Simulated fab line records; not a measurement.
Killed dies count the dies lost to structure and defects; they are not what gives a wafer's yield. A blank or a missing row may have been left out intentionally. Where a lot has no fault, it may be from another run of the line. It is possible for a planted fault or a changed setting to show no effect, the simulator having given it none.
The same fault as seen by 2 desks    flow n5_finfet    only its own numbers are on each desk; what lay behind them is given at the end

## AT THE TOOL OWNER'S DESK: litho_track-03
The tool's own readings at N5_BEOL_M4_COAT_68 (time 60 s, resist thk 12 nm): means of the sampled wafers that have a number, for each lot that ran on this tool. Marked OUT: a lot whose mean sits more than 4 standard deviations from the usual mean, which makes it out of limits; the brackets give that distance.
Columns: A = spin_speed_rpm at N5_BEOL_M4_COAT_68, usual 1499.7 rpm
lot   first seen here  A
L484  day 10 06:26     1499.5
L490  day 11 07:37     1420.6 (-79) OUT
L492  day 11 13:29     1420.7 (-79) OUT
L493  day 11 19:56     1420.9 (-79) OUT
Finding of this desk: L490, L492, L493 out of limits; the first was L490 at day 11 07:37, on spin_speed_rpm at N5_BEOL_M4_COAT_68. L484: within limits.

## AT THE METROLOGY DESK
What the gauges read, lot by lot, whatever tool the lot ran on: means of the sampled wafers that have a number. Marked OUT: a lot whose mean sits more than 4 standard deviations from the usual mean, which makes it out of limits; the brackets give that distance. Only the readings that lie furthest out on some lot appear, 7 of the 10 it has.
Columns: A = DIBL_P at N5_BEOL_M4_RC_MEAS_101, usual 38 mV/V; B = IOFF_P at N5_BEOL_M4_RC_MEAS_101, usual 0.24 nA/um; C = ION_N at N5_BEOL_M4_RC_MEAS_101, usual 679 uA/um; D = ION_P at N5_BEOL_M4_RC_MEAS_101, usual 465 uA/um; E = SS_N at N5_BEOL_M4_RC_MEAS_101, usual 72.0 mV/dec; F = VT_N at N5_BEOL_M4_RC_MEAS_101, usual 248 mV; G = VT_P at N5_BEOL_M4_RC_MEAS_101, usual -249 mV
lot   first seen here  A   B     C    D    E     F    G
L484  day 10 21:20     40  0.26  690  471  71.9  249  -246
L491  day 11 18:04     38  0.23  668  457  71.8  248  -248
L490  day 11 18:54     37  0.24  671  462  73.2  249  -249
L492  day 11 22:40     41  0.27  697  473  72.1  247  -248
L493  day 12 19:22     36  0.19  666  446  72.4  252  -254
Result from this desk: across the 5 lots, nothing is out of limits.

## TAKEN TOGETHER
An alarm could have come from the tool owner's desk at day 11 07:37, on L490, L492, L493.
Metrology desk: nothing out of limits seen.
The metrology desk has L490, L492, L493 on record, within its limits.
The lots listed all ran N5_BEOL_M4_COAT_68 on litho_track-03.

## WHAT THE SIMULATOR HAD PUT IN
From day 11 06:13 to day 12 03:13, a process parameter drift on litho_track-03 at N5_BEOL_M4_COAT_68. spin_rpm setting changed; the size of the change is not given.
Shown lots that were struck: L490, L492, L493.
Hours from the fault's start to each desk's first reading out of limits: the tool owner's desk, 1.
